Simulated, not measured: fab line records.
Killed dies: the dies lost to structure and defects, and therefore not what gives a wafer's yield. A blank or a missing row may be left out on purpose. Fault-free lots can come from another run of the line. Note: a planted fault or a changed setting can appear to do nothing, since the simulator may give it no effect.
The tool behind it: which one?	flow nand harc	24 lots with 72 wafers sampled at 6 steps, on a route of 1159 steps

WHAT EACH GAUGE READ, for each wafer
NHARC_A_CONTACT_CD_MEAS_80.
lot	measured	on	cd nm (nm)
L074	day 17 15:29	cd sem-03	189.7 190.3 189.0
L075	day 17 20:37	cd sem-02	188.6 188.9 189.0
L076	day 17 22:19	cd sem-03	189.6 189.7 189.4
L078	day 18 15:16	cd sem-01	189.7 189.2 190.7
L077	day 18 23:57	cd sem-02	190.4 189.6 189.5
L079	day 19 05:52	cd sem-02	190.3 190.8 190.4
L080	day 19 08:41	cd sem-03	188.9 188.5 187.0
L081	day 19 11:08	cd sem-02	190.1 190.6 190.1
L083	day 19 16:07	cd sem-02	188.5 189.3 189.8
L082	day 19 16:57	cd sem-03	189.8 189.1 188.3
L084	day 20 21:18	cd sem-02	190.3 189.5 189.7
L085	day 21 03:50	cd sem-03	189.9 190.1 189.3
L088	day 21 05:13	cd sem-01	189.8 190.0 190.1
L091	day 21 12:28	cd sem-02	190.5 189.4 189.3
L087	day 21 20:49	cd sem-02	188.9 188.5 187.6
L089	day 22 04:14	cd sem-03	189.5 189.5 190.1
L092	day 22 09:55	cd sem-01	191.6 190.8 191.4
L090	day 22 14:11	cd sem-03	191.5 191.1 190.6
L095	day 22 14:47	cd sem-02	189.6 189.6 189.7
L094	day 22 17:06	cd sem-03	189.1 190.0 191.1
L093	day 22 17:22	cd sem-03	190.0 190.2 190.0
L086	day 22 20:08	cd sem-02	189.9 191.0 190.2
L096	day 23 07:31	cd sem-03	190.0 189.2 190.0
L097	day 23 08:52	cd sem-01	190.0 189.9 189.5

NHARC_A_CONTACT_INSPECT_10.
lot	measured	on	raw defect count
L074	day 17 19:46	defect inspect-02	30 25 22
L075	day 18 00:37	defect inspect-02	20 21 20
L076	day 18 01:46	defect inspect-01	12 6 7
L078	day 18 21:10	defect inspect-01	15 31 25
L077	day 19 03:47	defect inspect-01	7 7 7
L079	day 19 11:30	defect inspect-01	32 21 22
L080	day 19 12:55	defect inspect-02	24 27 22
L081	day 19 15:07	defect inspect-01	15 16 14
L083	day 19 20:28	defect inspect-02	15 14 7
L082	day 19 20:50	defect inspect-02	21 25 35
L084	day 21 05:12	defect inspect-01	41 44 63
L085	day 21 12:59	defect inspect-01	37 25 37
L088	day 21 13:21	defect inspect-01	38 37 37
L091	day 21 15:31	defect inspect-02	56 56 48
L087	day 22 02:08	defect inspect-01	31 43 34
L089	day 22 09:08	defect inspect-01	60 48 53
L092	day 22 12:50	defect inspect-02	35 35 35
L090	day 22 17:25	defect inspect-01	37 35 37
L095	day 22 19:00	defect inspect-01	15 15 19
L094	day 22 20:18	defect inspect-02	15 6 11
L093	day 22 21:39	defect inspect-01	35 46 34
L086	day 23 01:45	defect inspect-01	15 7 12
L096	day 23 10:44	defect inspect-02	14 13 9
L097	day 23 13:38	defect inspect-01	31 36 41

NHARC_A_M1_OVL_MEAS_10: pitch 240 nm.
lot	measured	on	overlay x nm (nm)	overlay y nm (nm)
L074	day 18 13:41	overlay-02	-1.1 -1.2 -1.6	-0.3 -0.1 -0.1
L075	day 18 20:56	overlay-01	0.4 0.4 0.3	0.6 0.5 -0.1
L076	day 18 21:06	overlay-02	-0.9 -0.9 -0.7	0.1 0.0 -0.2
L078	day 19 19:27	overlay-02	0.0 -0.3 -0.2	-1.0 -1.4 -1.2
L077	day 19 20:28	overlay-02	0.0 -0.6 -0.6	-0.1 0.1 0.2
L079	day 20 02:39	overlay-01	0.9 0.0 0.6	-1.6 -1.8 -1.9
L080	day 20 05:44	overlay-01	0.4 0.1 0.5	0.4 -0.4 -0.7
L081	day 20 06:28	overlay-01	0.5 0.6 1.1	-0.8 -0.3 -0.4
L083	day 20 18:53	overlay-01	-0.9 -1.2 -1.2	-0.3 -0.6 0.0
L082	day 20 18:37	overlay-02	-1.1 -1.1 -1.7	0.8 0.6 0.8
L084	day 22 12:13	overlay-02	0.4 0.3 -0.5	-1.2 -0.8 -0.9
L085	day 22 22:53	overlay-01	-0.4 0.5 0.1	-0.3 0.2 -0.2
L088	day 22 23:17	overlay-01	0.0 -0.2 -0.4	0.3 1.0 1.1
L091	day 22 23:46	overlay-01	0.5 -0.3 -0.2	2.2 2.0 1.4
L087	day 23 03:47	overlay-02	-1.1 -1.5 -0.4	0.2 1.2 1.1
L089	day 23 14:09	overlay-01	-0.5 -0.8 -0.4	0.7 1.1 1.0
L092	day 23 15:46	overlay-02	-0.6 -0.9 -0.1	1.1 1.2 1.4
L090	day 23 21:22	overlay-01	0.2 0.4 0.8	0.3 0.3 0.0
L095	day 23 21:46	overlay-02	1.4 0.6 0.9	0.2 0.2 0.5
L094	day 23 22:08	overlay-02	-0.2 0.5 -0.2	-0.4 0.1 0.7
L093	day 24 03:50	overlay-02	-0.8 -1.2 -1.0	-0.7 -0.3 -0.4
L086	day 24 11:48	overlay-01	-0.4 -0.1 0.0	0.4 0.2 0.1
L096	day 24 13:42	overlay-02	0.2 -0.3 0.3	0.3 0.4 -0.3
L097	day 24 14:26	overlay-01	-0.9 -0.6 -1.1	1.3 1.9 1.4

WHAT TOOL EACH LOT RAN ON (gives the tool, then ch and the chambers of the sampled wafers, and finally the start)
lot	NHARC_A_CONTACT_ETCH_133	NHARC_A_CONTACT_ETCH_31	NHARC_A_BLC_DESCUM_15
L074	har cap etch-01 ch 0,1, day 17 14:29	rie diel-08 ch 0,1,3, day 18 03:42 or earlier	rie diel-12 ch 1,2, day 18 03:42
L075	har cap etch-03 ch 0, day 17 19:50	rie diel-13 ch 0,2, day 18 07:01 or earlier	rie diel-02 ch 0,1,2, day 18 07:01
L076	har cap etch-02 ch 0,1, day 17 21:26	rie diel-13 ch 1,2,3, day 18 08:05 or earlier	rie diel-02 ch 1,3, day 18 08:05
L078	har cap etch-01 ch 0,1, day 18 14:26	rie diel-08 ch 0,1,2, day 19 11:18 or earlier	rie diel-04 ch 2,3, day 19 11:18
L077	har cap etch-02 ch 0,1, day 18 23:08	rie diel-11 ch 1,2, day 19 11:28 or earlier	rie diel-02 ch 0,1,2, day 19 11:28
L079	har cap etch-01 ch 0,1, day 19 04:42	rie diel-08 ch 1,2,3, day 19 17:34 or earlier	rie diel-04 ch 1,3, day 19 17:34
L080	har cap etch-01 ch 1, day 19 07:36	rie diel-08 ch 0,2,3, day 19 19:20 or earlier	rie diel-02 ch 0,1,3, day 19 19:20
L081	har cap etch-03 ch 0,1, day 19 10:20	rie diel-08 ch 1,2,3, day 19 21:23 or earlier	rie diel-02 ch 0,1,3, day 19 21:23
L083	har cap etch-01 ch 0,1, day 19 15:11	rie diel-08 ch 1,2,3, day 20 04:22 or earlier	rie diel-12 ch 0,2,3, day 20 04:22
L082	har cap etch-02 ch 0,1, day 19 16:08	rie diel-11 ch 0,1,3, day 20 04:59 or earlier	rie diel-02 ch 0,2, day 20 04:59
L084	har cap etch-01 ch 0,1, day 20 20:29	rie diel-13 ch 1,3, day 21 17:41 or earlier	rie diel-04 ch 1,2,3, day 21 17:41
L085	har cap etch-02 ch 0,1, day 21 03:08	rie diel-13 ch 2,3, day 22 06:21 or earlier	rie diel-04 ch 0,1,3, day 22 06:21
L088	har cap etch-01 ch 0,1, day 21 04:28	rie diel-08 ch 0,2,3, day 22 07:01 or earlier	rie diel-12 ch 1,2, day 22 07:01
L091	har cap etch-02 ch 0,1, day 21 11:41	rie diel-11 ch 1,2,3, day 22 07:50 or earlier	rie diel-04 ch 0,2,3, day 22 07:50
L087	har cap etch-02 ch 0,1, day 21 20:00	rie diel-13 ch 0,1,3, day 22 12:29 or earlier	rie diel-04 ch 1,2,3, day 22 12:29
L089	har cap etch-01 ch 0,1, day 22 03:27	rie diel-13 ch 1,2,3, day 22 19:53 or earlier	rie diel-02 ch 0,2,3, day 22 19:53
L092	har cap etch-03 ch 0,1, day 22 09:03	rie diel-11 ch 0,1,3, day 23 01:36 or earlier	rie diel-02 ch 0,1,2, day 23 01:36
L090	har cap etch-01 ch 0,1, day 22 13:22	rie diel-13 ch 0,1,3, day 23 09:28 or earlier	rie diel-02 ch 0,1,2, day 23 09:28
L095	har cap etch-02 ch 0,1, day 22 13:52	rie diel-08 ch 2,3, day 23 10:13 or earlier	rie diel-12 ch 1,3, day 23 10:13
L094	har cap etch-01 ch 0,1, day 22 16:19	rie diel-08 ch 1,2,3, day 23 10:20 or earlier	rie diel-04 ch 0,2,3, day 23 10:20
L093	har cap etch-02 ch 0,1, day 22 16:41	rie diel-08 ch 2,3, day 23 11:31 or earlier	rie diel-04 ch 0,2,3, day 23 11:31
L086	har cap etch-03 ch 0,1, day 22 19:06	rie diel-08 ch 0,1,3, day 23 16:18 or earlier	rie diel-04 ch 0,2,3, day 23 16:18
L096	har cap etch-02 ch 0,1, day 23 06:37	rie diel-11 ch 0,2,3, day 23 23:57 or earlier	rie diel-02 ch 1,2,3, day 23 23:57
L097	har cap etch-03 ch 0,1, day 23 08:04	rie diel-13 ch 1,2,3, day 24 00:49 or earlier	rie diel-02 ch 0,1,3, day 24 00:49
- NHARC_A_CONTACT_ETCH_133: etches the open film in C4F8/O2/Ar, time 195 s, target depth 840 nm.
- NHARC_A_CONTACT_ETCH_31: etches the open film in O2/COS, target depth 2000 nm, time 520 s.
- NHARC_A_BLC_DESCUM_15: chemistry O2, time 3 s.

AS READ BY THE TOOLS THEMSELVES (means over the sampled wafers that have a number; for cases with no such wafer, the mark the record gives instead)
NHARC_A_CONTACT_ETCH_133.
lot	tool	oes air line au (a.u.)
L074	har cap etch-01	1.002
L075	har cap etch-03	1.002
L076	har cap etch-02	1.009
L078	har cap etch-01	1.003
L077	har cap etch-02	1.006
L079	har cap etch-01	0.992
L080	har cap etch-01	1.015
L081	har cap etch-03	0.993
L083	har cap etch-01	1.003
L082	har cap etch-02	1.008
L084	har cap etch-01	1.012
L085	har cap etch-02	0.988
L088	har cap etch-01	1.003
L091	har cap etch-02	1.012
L087	har cap etch-02	0.992
L089	har cap etch-01	0.969
L092	har cap etch-03	1.009
L090	har cap etch-01	0.968
L095	har cap etch-02	1.005
L094	har cap etch-01	0.998
L093	har cap etch-02	1.002
L086	har cap etch-03	1.008
L096	har cap etch-02	0.999
L097	har cap etch-03	0.981

NHARC_A_CONTACT_ETCH_31.
lot	tool	drypump motor current A (A)	o2 flow sccm (sccm)	oes product au (a.u.)	rf vpp V (V)	showerhead plenum p Torr (Torr)	throttle valve pct (%)
L074	rie diel-08	5.4	400.9	1.006	315.1	3.18	28.336
L075	rie diel-13	5.5	400.5	1.000	312.0	2.94	28.326
L076	rie diel-13	5.9	400.1	1.001	313.7	3.09	28.326
L078	rie diel-08	5.3	400.1	1.006	316.7	3.26	28.333
L077	rie diel-11	6.1	401.5	0.984	313.5	3.05	28.331
L079	rie diel-08	5.1	399.1	1.003	313.9	3.14	28.324
L080	rie diel-08	5.2	400.6	1.003	314.9	3.19	28.330
L081	rie diel-08	5.1	399.5	1.001	315.4	3.14	28.325
L083	rie diel-08	5.1	399.3	1.008	315.2	3.14	28.329
L082	rie diel-11	5.7	399.9	0.987	312.6	2.96	28.333
L084	rie diel-13	5.9	400.3	0.994	314.3	3.18	28.326
L085	rie diel-13	6.0	399.3	1.013	317.2	3.32	28.325
L088	rie diel-08	5.2	401.0	0.997	314.5	3.19	28.335
L091	rie diel-11	5.8	400.4	0.996	312.4	3.00	28.323
L087	rie diel-13	5.6	400.2	1.004	313.3	3.11	28.326
L089	rie diel-13	6.0	400.9	1.010	315.5	3.25	28.328
L092	rie diel-11	5.7	400.0	1.006	311.3	2.95	28.330
L090	rie diel-13	5.6	399.6	1.003	314.4	3.11	28.329
L095	rie diel-08	5.0	398.4	1.007	314.2	3.07	28.331
L094	rie diel-08	5.1	399.5	0.997	313.8	3.13	28.331
L093	rie diel-08	5.0	400.8	1.001	312.9	3.06	28.329
L086	rie diel-08	5.4	400.2	0.995	314.3	3.16	28.333
L096	rie diel-11	5.6	401.7	1.002	312.2	2.95	28.324
L097	rie diel-13	6.0	400.6	1.005	315.4	3.24	28.334

NHARC_A_BLC_DESCUM_15.
lot	tool	drypump motor current A (A)	o2 flow sccm (sccm)	oes product au (a.u.)	rf vpp V (V)	showerhead plenum p Torr (Torr)	throttle valve pct (%)
L074	rie diel-12	5.7	200.4	1.007	58.7	1.92	11.317
L075	rie diel-02	5.6	199.2	1.003	57.7	1.87	11.311
L076	rie diel-02	6.1	199.2	0.999	57.7	1.79	11.322
L078	rie diel-04	5.9	200.6	1.006	58.7	2.00	11.314
L077	rie diel-02	5.7	200.3	0.997	57.3	1.87	11.313
L079	rie diel-04	5.5	200.5	1.007	57.8	1.98	11.314
L080	rie diel-02	5.9	200.2	1.008	57.6	1.83	11.316
L081	rie diel-02	5.9	200.4	1.003	56.6	1.83	11.310
L083	rie diel-12	5.9	199.4	1.009	57.9	1.86	11.311
L082	rie diel-02	5.5	199.3	1.003	56.7	1.91	11.316
L084	rie diel-04	5.7	199.7	1.007	58.0	1.99	11.310
L085	rie diel-04	5.7	200.3	1.009	58.2	1.98	11.302
L088	rie diel-12	5.7	200.9	1.008	57.2	1.91	11.306
L091	rie diel-04	5.9	199.9	1.009	57.9	1.99	11.319
L087	rie diel-04	5.7	200.2	1.005	58.3	1.98	11.310
L089	rie diel-02	5.6	200.3	1.000	57.3	1.86	11.307
L092	rie diel-02	5.6	199.6	0.999	57.3	1.86	11.316
L090	rie diel-02	5.6	200.0	0.997	58.0	1.86	11.305
L095	rie diel-12	6.0	199.6	1.002	58.2	1.98	11.314
L094	rie diel-04	5.9	199.7	0.999	57.6	1.99	11.304
L093	rie diel-04	5.9	200.2	1.013	57.6	1.99	11.313
L086	rie diel-04	5.9	200.4	1.007	57.4	1.99	11.320
L096	rie diel-02	5.9	199.9	1.003	57.9	1.81	11.301
L097	rie diel-02	5.9	200.0	1.002	57.4	1.83	11.309

THE ANSWER, worked out from the rows above alone
Rule: usual is defined by the lots themselves. Put in order of their means at a reading, lots are off if they are a third of the lots or fewer, leave a main group of 4 or more, and stand apart from it by a gap of 3 or more times the standard deviation of the main group's means; of several such gaps the widest counts. Not used: any main group whose means are identical at the precision the tables above print for the reading. A lot without any number at a reading at which 4 lots or more have one is off too. Where the step has rows for the other lots, those lots are counted as sound. Order of review: gauges by route order, followed by the tools' own readings, for which a lot's mean as printed above is used. The first step at which some lot is off is used, and at that step the reading that is off furthest; a lot without a number counts as furthest.
No lot is off on any of the readings shown, so nothing can be concluded from this.

WHAT THE SIMULATOR HAD PUT IN
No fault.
